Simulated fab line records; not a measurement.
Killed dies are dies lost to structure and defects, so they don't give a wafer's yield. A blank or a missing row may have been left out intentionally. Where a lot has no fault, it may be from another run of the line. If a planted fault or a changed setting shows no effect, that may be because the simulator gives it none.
The tool behind it: which one? | flow nandHarc | 13 lots with 39 wafers sampled at 5 steps, on a route of 1302 steps

WHAT EACH GAUGE READ, for each wafer
NHARC_P_M0_CD_MEAS_09: the cd target is 90 nm. Usual: cdNm 89.6 nm, standard deviation 0.62.
lot  | measured     | on       | cdNm (nm)      | flag
L833 | day 5 18:47  | cdSem-02 | 90.0 89.0 90.3 | 
L834 | day 6 13:10  | cdSem-03 | 90.5 89.6 89.9 | 
L837 | day 7 20:05  | cdSem-02 | 77.4 77.3 88.5 | OFF
L845 | day 11 03:17 | cdSem-03 | 89.5 89.7 89.3 | 
L846 | day 11 12:52 | cdSem-03 | 90.0 90.5 89.8 | 
L847 | day 12 05:29 | cdSem-03 | 89.0 88.4 89.2 | 
L848 | day 12 06:11 | cdSem-03 | 89.5 88.8 89.6 | 
L850 | day 13 01:20 | cdSem-01 | 89.5 89.7 89.2 | 
L851 | day 13 15:58 | cdSem-02 | 89.4 89.2 89.3 | 
L852 | day 14 05:11 | cdSem-01 | 89.1 89.5 90.2 | 
L853 | day 14 09:08 | cdSem-02 | 90.1 89.1 89.8 | 
L855 | day 15 05:43 | cdSem-01 | 89.9 90.4 89.5 | 
L856 | day 15 09:48 | cdSem-01 | 89.0 90.0 89.4 | 

NHARC_P_M0_CD_MEAS_16. Usual: cdNm 89.3 nm, standard deviation 0.78.
lot  | measured     | on       | cdNm (nm)      | flag
L833 | day 5 19:17  | cdSem-03 | 88.9 88.8 90.0 | 
L834 | day 6 13:40  | cdSem-01 | 89.7 89.0 90.0 | 
L837 | day 7 20:35  | cdSem-02 | 78.0 77.4 87.8 | OFF
L845 | day 11 03:47 | cdSem-03 | 88.3 88.6 89.1 | 
L846 | day 11 13:20 | cdSem-03 | 90.5 90.8 90.6 | 
L847 | day 12 06:13 | cdSem-01 | 88.5 87.7 89.2 | 
L848 | day 12 06:48 | cdSem-01 | 88.2 88.7 89.9 | 
L850 | day 13 01:50 | cdSem-02 | 89.5 90.1 88.8 | 
L851 | day 13 16:26 | cdSem-03 | 88.3 89.1 88.7 | 
L852 | day 14 05:40 | cdSem-01 | 88.8 89.6 89.6 | 
L853 | day 14 09:38 | cdSem-02 | 89.7 89.6 89.6 | 
L855 | day 15 06:12 | cdSem-03 | 90.1 89.3 90.1 | 
L856 | day 15 10:17 | cdSem-02 | 90.0 89.9 90.3 | 

WHICH TOOL RAN EACH LOT (tool, then ch and the chambers of the sampled wafers, then the start)
lot  | NHARC_P_GATE_STRIP_113              | NHARC_P_M0_PEB_07                | NHARC_P_M0_DESCUM_14
L833 | plasmaAsher-02 ch 0,1, day 5 10:58  | lithoTrack-01 ch 0, day 5 18:43  | rieDiel-08 ch 0,2,3, day 5 18:59
L834 | plasmaAsher-01 ch 0,1, day 6 04:36  | lithoTrack-01 ch 0, day 6 13:05  | rieDiel-01 ch 0,1,3, day 6 13:22
L837 | plasmaAsher-01 ch 0,1, day 7 11:54  | lithoTrack-01 ch 0, day 7 20:01  | rieDiel-05 ch 1,3, day 7 20:17
L845 | plasmaAsher-02 ch 0,1, day 10 18:44 | lithoTrack-06 ch 0, day 11 03:13 | rieDiel-08 ch 1,2, day 11 03:29
L846 | plasmaAsher-02 ch 0,1, day 11 04:24 | lithoTrack-01 ch 0, day 11 12:47 | rieDiel-05 ch 1,2, day 11 13:02
L847 | plasmaAsher-01 ch 0,1, day 11 21:35 | lithoTrack-04 ch 0, day 12 05:24 | rieDiel-05 ch 1,2,3, day 12 05:53
L848 | plasmaAsher-02 ch 0,1, day 11 21:50 | lithoTrack-04 ch 0, day 12 06:06 | rieDiel-05 ch 0,1,3, day 12 06:22
L850 | plasmaAsher-01 ch 0,1, day 12 17:06 | lithoTrack-04 ch 0, day 13 01:15 | rieDiel-05 ch 0,1,2, day 13 01:32
L851 | plasmaAsher-02 ch 0,1, day 13 07:28 | lithoTrack-04 ch 0, day 13 15:53 | rieDiel-08 ch 1,2,3, day 13 16:08
L852 | plasmaAsher-02 ch 0,1, day 13 20:59 | lithoTrack-06 ch 0, day 14 05:06 | rieDiel-05 ch 0,1,2, day 14 05:23
L853 | plasmaAsher-01 ch 0,1, day 14 01:05 | lithoTrack-06 ch 0, day 14 09:04 | rieDiel-05 ch 2,3, day 14 09:20
L855 | plasmaAsher-01 ch 0,1, day 14 21:31 | lithoTrack-01 ch 0, day 15 05:38 | rieDiel-05 ch 1,2,3, day 15 05:54
L856 | plasmaAsher-02 ch 0,1, day 15 01:31 | lithoTrack-01 ch 0, day 15 09:43 | rieDiel-05 ch 0,1,2, day 15 09:59
- NHARC_P_GATE_STRIP_113: strips in N2/H2, time 740 s.
- NHARC_P_M0_PEB_07: peb time 65 s.
- NHARC_P_M0_DESCUM_14: chemistry O2, time 3 s.

WHAT THE TOOLS THEMSELVES READ (means of the sampled wafers that have a number; where no wafer has one, the mark that the record gives instead)
NHARC_P_GATE_STRIP_113. Usual: drypumpMotorCurrentA 5.88 A, standard deviation 0.12; heaterPowerW 80 W, standard deviation 11; rfReflPowerW 18.6 W, standard deviation 1.4.
lot  | tool           | drypumpMotorCurrentA (A) | heaterPowerW (W) | rfReflPowerW (W) | flag
L833 | plasmaAsher-02 | 5.97                     | 87               | 18.3             | 
L834 | plasmaAsher-01 | 5.85                     | 74               | 19.6             | 
L837 | plasmaAsher-01 | 5.84                     | 73               | 19.4             | 
L845 | plasmaAsher-02 | 5.92                     | 80               | 17.5             | 
L846 | plasmaAsher-02 | 5.96                     | 90               | 17.9             | 
L847 | plasmaAsher-01 | 5.84                     | 72               | 20.1             | 
L848 | plasmaAsher-02 | 5.96                     | 85               | 18.0             | 
L850 | plasmaAsher-01 | 5.76                     | 76               | 19.0             | 
L851 | plasmaAsher-02 | 5.91                     | 80               | 17.8             | 
L852 | plasmaAsher-02 | 5.98                     | 85               | 18.1             | 
L853 | plasmaAsher-01 | 5.76                     | 78               | 19.0             | 
L855 | plasmaAsher-01 | 5.76                     | 77               | 19.7             | 
L856 | plasmaAsher-02 | 5.90                     | 79               | 17.9             | 

NHARC_P_M0_PEB_07. Usual: heaterPowerTotalW 156.5 W, standard deviation 0.42.
lot  | tool          | heaterPowerTotalW (W) | flag
L833 | lithoTrack-01 | 156.2                 | 
L834 | lithoTrack-01 | 156.9                 | 
L837 | lithoTrack-01 | 177.0                 | OFF
L845 | lithoTrack-06 | 156.4                 | 
L846 | lithoTrack-01 | 156.5                 | 
L847 | lithoTrack-04 | 156.2                 | 
L848 | lithoTrack-04 | 156.6                 | 
L850 | lithoTrack-04 | 156.8                 | 
L851 | lithoTrack-04 | 156.3                 | 
L852 | lithoTrack-06 | 156.3                 | 
L853 | lithoTrack-06 | 156.3                 | 
L855 | lithoTrack-01 | 156.6                 | 
L856 | lithoTrack-01 | 156.5                 | 

NHARC_P_M0_DESCUM_14. Usual: drypumpMotorCurrentA 5.65 A, standard deviation 0.19; o2FlowSccm 200.0 sccm, standard deviation 0.5; oesProductAu 1.001 a.u., standard deviation 0.0076; rfVppV 57.7 V, standard deviation 0.85; showerheadPlenumPTorr 1.87 Torr, standard deviation 0.081; throttleValvePct 11.312 %, standard deviation 0.01.
lot  | tool       | drypumpMotorCurrentA (A) | o2FlowSccm (sccm) | oesProductAu (a.u.) | rfVppV (V) | showerheadPlenumPTorr (Torr) | throttleValvePct (%) | flag
L833 | rieDiel-08 | 5.84                     | 200.0             | 1.006               | 57.6       | 1.85                         | 11.314               | 
L834 | rieDiel-01 | 5.73                     | 199.5             | 1.006               | 57.5       | 1.89                         | 11.311               | 
L837 | rieDiel-05 | 5.51                     | 200.2             | 1.007               | 58.0       | 1.94                         | 11.318               | 
L845 | rieDiel-08 | 5.61                     | 200.1             | 0.998               | 58.4       | 1.99                         | 11.320               | 
L846 | rieDiel-05 | 5.54                     | 199.4             | 0.998               | 57.9       | 1.92                         | 11.318               | 
L847 | rieDiel-05 | 5.61                     | 200.0             | 0.996               | 57.8       | 1.86                         | 11.310               | 
L848 | rieDiel-05 | 5.53                     | 200.2             | 0.993               | 58.0       | 1.91                         | 11.312               | 
L850 | rieDiel-05 | 5.55                     | 199.8             | 1.003               | 57.1       | 1.90                         | 11.306               | 
L851 | rieDiel-08 | 5.75                     | 200.1             | 1.006               | 57.4       | 1.92                         | 11.317               | 
L852 | rieDiel-05 | 5.53                     | 200.5             | 1.008               | 57.6       | 1.90                         | 11.308               | 
L853 | rieDiel-05 | 5.68                     | 200.1             | 1.008               | 58.1       | 1.80                         | 11.315               | 
L855 | rieDiel-05 | 5.61                     | 199.7             | 1.001               | 57.9       | 1.86                         | 11.314               | 
L856 | rieDiel-05 | 5.54                     | 200.1             | 1.007               | 58.0       | 1.89                         | 11.319               | 

THE ANSWER, worked out from the rows above alone
Rule: lot off if the mean of its wafers having a number is beyond 3 standard deviations from the usual mean. A lot without any number at a reading at which 4 lots or more have one is off too. All remaining lots with rows at the step are treated as sound. First the gauges in route order, then the tools' own readings, where a lot's mean is used as printed above. At the first step where some lot is off, the reading lying furthest off is the one used; lots without a number count as furthest.
Off, at NHARC_P_M0_CD_MEAS_09 on cdNm: L837.
A tool fits if, at a process step before that reading, it ran every lot that is off, and no sound lot after the first of them. Not tried: the gauges at NHARC_P_M0_CD_MEAS_09; whatever is off there is also off at NHARC_P_M0_PEB_07, on other tools, and gauge error can't account for it. No candidate that was tried fits.

WHAT THE SIMULATOR HAD INSERTED
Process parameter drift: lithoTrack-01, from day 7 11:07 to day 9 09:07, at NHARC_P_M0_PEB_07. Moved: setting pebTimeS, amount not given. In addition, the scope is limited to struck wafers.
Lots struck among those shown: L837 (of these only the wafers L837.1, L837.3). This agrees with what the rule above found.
